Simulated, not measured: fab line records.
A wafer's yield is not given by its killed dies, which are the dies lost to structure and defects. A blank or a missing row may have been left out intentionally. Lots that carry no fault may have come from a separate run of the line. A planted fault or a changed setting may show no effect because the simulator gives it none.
Chamber matching || flow n5_finfet || rie_diel-04 running N5_GATE_CUT_ETCH_37: 3 sister chambers
The step etches SOC in N2/H2, target depth 60 nm, overetch 12 nm, time 90 s. 14 wafers are shown with their chamber, then 5 later ones without.

== WAFERS WITH THEIR CHAMBER ==
{"wafer": "L076.1", "chamber": 0, "showerhead_plenum_p_Torr (Torr)": 2.50, "drypump_motor_current_A (A)": 5.7, "oes_product_au (a.u.)": 0.62}
{"wafer": "L076.2", "chamber": 1, "showerhead_plenum_p_Torr (Torr)": 2.51, "drypump_motor_current_A (A)": 5.5, "oes_product_au (a.u.)": 0.65}
{"wafer": "L076.3", "chamber": 1, "showerhead_plenum_p_Torr (Torr)": 2.51, "drypump_motor_current_A (A)": 5.5, "oes_product_au (a.u.)": 0.65}
{"wafer": "L077.2", "chamber": 3, "showerhead_plenum_p_Torr (Torr)": 2.59, "drypump_motor_current_A (A)": 6.0, "oes_product_au (a.u.)": 0.87}
{"wafer": "L077.3", "chamber": 1, "showerhead_plenum_p_Torr (Torr)": 2.51, "drypump_motor_current_A (A)": 5.5, "oes_product_au (a.u.)": 0.65}
{"wafer": "L077.6", "chamber": 3, "showerhead_plenum_p_Torr (Torr)": 2.59, "drypump_motor_current_A (A)": 6.0, "oes_product_au (a.u.)": 0.87}
{"wafer": "L080.2", "chamber": 1, "showerhead_plenum_p_Torr (Torr)": 2.51, "drypump_motor_current_A (A)": 5.5, "oes_product_au (a.u.)": 0.65}
{"wafer": "L080.3", "chamber": 3, "showerhead_plenum_p_Torr (Torr)": 2.58, "drypump_motor_current_A (A)": 6.0, "oes_product_au (a.u.)": 0.84}
{"wafer": "L080.6", "chamber": 3, "showerhead_plenum_p_Torr (Torr)": 2.58, "drypump_motor_current_A (A)": 6.0, "oes_product_au (a.u.)": 0.84}
{"wafer": "L086.1", "chamber": 3, "showerhead_plenum_p_Torr (Torr)": 2.58, "drypump_motor_current_A (A)": 6.0, "oes_product_au (a.u.)": 0.81}
{"wafer": "L086.3", "chamber": 0, "showerhead_plenum_p_Torr (Torr)": 2.50, "drypump_motor_current_A (A)": 5.6, "oes_product_au (a.u.)": 0.84}
{"wafer": "L086.4", "chamber": 1, "showerhead_plenum_p_Torr (Torr)": 2.50, "drypump_motor_current_A (A)": 5.6, "oes_product_au (a.u.)": 0.64}
{"wafer": "L087.2", "chamber": 3, "showerhead_plenum_p_Torr (Torr)": 2.58, "drypump_motor_current_A (A)": 6.0, "oes_product_au (a.u.)": 0.81}
{"wafer": "L087.5", "chamber": 1, "showerhead_plenum_p_Torr (Torr)": 2.50, "drypump_motor_current_A (A)": 5.6, "oes_product_au (a.u.)": 0.63}

SIGNATURES (averages over the wafers above)
{"reading": "showerhead_plenum_p_Torr", "chamber 0": 2.5000, "chamber 1": 2.5067, "chamber 3": 2.5833, "scatter within a chamber": 0.00492}
{"reading": "drypump_motor_current_A", "chamber 0": 5.650, "chamber 1": 5.533, "chamber 3": 6.000, "scatter within a chamber": 0.0408}
{"reading": "oes_product_au", "chamber 0": 0.7300, "chamber 1": 0.6450, "chamber 3": 0.8400, "scatter within a chamber": 0.0506}
Rule: for a wafer and a chamber, the distance is found by dividing, reading by reading, the gap between the wafer's reading and the chamber's mean by the reading's scatter, squaring, summing and taking the root. The wafer belongs to the nearest chamber; if the next one is less than 2 further off, it can't be placed. How the scatter is found: for the shown wafers, subtract from each reading the mean of its chamber, square and add these, divide the total by (wafers less chambers), then take the root.

== WAFERS WITH NO CHAMBER GIVEN ==
{"wafer": "L088.1", "showerhead_plenum_p_Torr (Torr)": 2.50, "drypump_motor_current_A (A)": 5.5, "oes_product_au (a.u.)": 0.63}
{"wafer": "L088.2", "showerhead_plenum_p_Torr (Torr)": 2.58, "drypump_motor_current_A (A)": 6.0, "oes_product_au (a.u.)": 0.81}
{"wafer": "L088.6", "showerhead_plenum_p_Torr (Torr)": 2.50, "drypump_motor_current_A (A)": 5.6, "oes_product_au (a.u.)": 0.84}
{"wafer": "L090.4", "showerhead_plenum_p_Torr (Torr)": 2.50, "drypump_motor_current_A (A)": 5.5, "oes_product_au (a.u.)": 0.64}
{"wafer": "L090.6", "showerhead_plenum_p_Torr (Torr)": 2.49, "drypump_motor_current_A (A)": 5.6, "oes_product_au (a.u.)": 0.83}

== THE CHAMBER EACH PASSED THROUGH ==
{"wafer": "L088.1", "from the rows above": 1, "in truth": 1}
{"wafer": "L088.2", "from the rows above": 3, "in truth": 3}
{"wafer": "L088.6", "from the rows above": "can't be placed: 0 or 1", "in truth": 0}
{"wafer": "L090.4", "from the rows above": 1, "in truth": 1}
{"wafer": "L090.6", "from the rows above": 0, "in truth": 0}
Placed correctly: 4 of 5. Not placeable from these rows: 1 (in 1, the candidates include the true chamber). Placed wrongly: 0.
